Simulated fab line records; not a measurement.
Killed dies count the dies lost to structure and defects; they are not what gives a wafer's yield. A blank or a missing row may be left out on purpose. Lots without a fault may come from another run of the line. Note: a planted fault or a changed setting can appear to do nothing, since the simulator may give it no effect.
Chamber matching :: flow nand harc :: NHARC_A_STAIRCASE_ETCHBACK_157 on rie diel-02 has 4 sister chambers
The step etches the open film in CH3F/O2, target depth 90 nm, time 167.14 s. 18 wafers are shown with their chamber, then 9 later ones without.

== WAFERS WITH THEIR CHAMBER ==
wafer: L075.3
chamber: 1
drypump motor current A (A): 5.7
showerhead plenum p Torr (Torr): 2.65
rf vpp V (V): 246.6

wafer: L075.4
chamber: 0
drypump motor current A (A): 6.4
showerhead plenum p Torr (Torr): 2.55
rf vpp V (V): 244.2

wafer: L075.6
chamber: 2
drypump motor current A (A): 5.3
showerhead plenum p Torr (Torr): 2.41
rf vpp V (V): 242.5

wafer: L076.1
chamber: 0
drypump motor current A (A): 6.4
showerhead plenum p Torr (Torr): 2.55
rf vpp V (V): 246.2

wafer: L076.5
chamber: 0
drypump motor current A (A): 6.4
showerhead plenum p Torr (Torr): 2.55
rf vpp V (V): 247.1

wafer: L076.6
chamber: 2
drypump motor current A (A): 5.3
showerhead plenum p Torr (Torr): 2.41
rf vpp V (V): 243.5

wafer: L079.1
chamber: 1
drypump motor current A (A): 5.7
showerhead plenum p Torr (Torr): 2.65
rf vpp V (V): 248.1

wafer: L079.4
chamber: 3
drypump motor current A (A): 5.1
showerhead plenum p Torr (Torr): 2.43
rf vpp V (V): 243.9

wafer: L079.6
chamber: 0
drypump motor current A (A): 6.4
showerhead plenum p Torr (Torr): 2.54
rf vpp V (V): 247.8

wafer: L080.1
chamber: 0
drypump motor current A (A): 6.4
showerhead plenum p Torr (Torr): 2.54
rf vpp V (V): 244.8

wafer: L080.2
chamber: 2
drypump motor current A (A): 5.3
showerhead plenum p Torr (Torr): 2.40
rf vpp V (V): 245.0

wafer: L080.5
chamber: 2
drypump motor current A (A): 5.3
showerhead plenum p Torr (Torr): 2.40
rf vpp V (V): 244.0

wafer: L081.1
chamber: 1
drypump motor current A (A): 5.7
showerhead plenum p Torr (Torr): 2.64
rf vpp V (V): 248.2

wafer: L081.4
chamber: 1
drypump motor current A (A): 5.7
showerhead plenum p Torr (Torr): 2.64
rf vpp V (V): 247.0

wafer: L081.6
chamber: 1
drypump motor current A (A): 5.7
showerhead plenum p Torr (Torr): 2.64
rf vpp V (V): 247.2

wafer: L083.2
chamber: 1
drypump motor current A (A): 5.6
showerhead plenum p Torr (Torr): 2.64
rf vpp V (V): 247.4

wafer: L083.3
chamber: 2
drypump motor current A (A): 5.3
showerhead plenum p Torr (Torr): 2.40
rf vpp V (V): 242.1

wafer: L083.4
chamber: 1
drypump motor current A (A): 5.7
showerhead plenum p Torr (Torr): 2.64
rf vpp V (V): 246.7

SIGNATURES (averages over the wafers above)
reading: drypump motor current A
chamber 0: 6.400
chamber 1: 5.686
chamber 2: 5.300
chamber 3: 5.100
scatter within a chamber: 0.0247

reading: showerhead plenum p Torr
chamber 0: 2.5460
chamber 1: 2.6429
chamber 2: 2.4040
chamber 3: 2.4300
scatter within a chamber: 0.00523

reading: rf vpp V
chamber 0: 246.020
chamber 1: 247.314
chamber 2: 243.420
chamber 3: 243.900
scatter within a chamber: 1.1
Rule: a wafer lies at a distance from a chamber equal to the root of the sum of squares, over the readings, of (its reading less the chamber's mean, divided by the reading's scatter). If the next closest chamber is less than 2 further off than the closest, the wafer can't be placed; otherwise it belongs to the closest. How the scatter is found: for the shown wafers, subtract from each reading the mean of its chamber, square and add these, divide the total by (wafers less chambers), then take the root.

== WAFERS WITHOUT THEIR CHAMBER ==
wafer: L087.1
drypump motor current A (A): 5.1
showerhead plenum p Torr (Torr): 2.43
rf vpp V (V): 243.8

wafer: L087.5
drypump motor current A (A): 5.3
showerhead plenum p Torr (Torr): 2.40
rf vpp V (V): 243.1

wafer: L087.6
drypump motor current A (A): 5.7
showerhead plenum p Torr (Torr): 2.63
rf vpp V (V): 245.7

wafer: L097.1
drypump motor current A (A): 5.3
showerhead plenum p Torr (Torr): 2.39
rf vpp V (V): 241.7

wafer: L097.2
drypump motor current A (A): 6.4
showerhead plenum p Torr (Torr): 2.52
rf vpp V (V): 245.4

wafer: L097.3
drypump motor current A (A): 5.7
showerhead plenum p Torr (Torr): 2.62
rf vpp V (V): 246.9

wafer: L095.2
drypump motor current A (A): 6.4
showerhead plenum p Torr (Torr): 2.52
rf vpp V (V): 244.5

wafer: L095.5
drypump motor current A (A): 5.1
showerhead plenum p Torr (Torr): 2.42
rf vpp V (V): 243.8

wafer: L095.6
drypump motor current A (A): 6.4
showerhead plenum p Torr (Torr): 2.52
rf vpp V (V): 244.4

== EACH ONE'S CHAMBER ==
wafer: L087.1
from the rows above: 3
in truth: 3

wafer: L087.5
from the rows above: 2
in truth: 2

wafer: L087.6
from the rows above: 1
in truth: 1

wafer: L097.1
from the rows above: 2
in truth: 2

wafer: L097.2
from the rows above: 0
in truth: 0

wafer: L097.3
from the rows above: 1
in truth: 1

wafer: L095.2
from the rows above: 0
in truth: 0

wafer: L095.5
from the rows above: 3
in truth: 3

wafer: L095.6
from the rows above: 0
in truth: 0
Correctly placed: 9 of 9. Left unplaced by these rows: 0. Wrongly placed: 0.
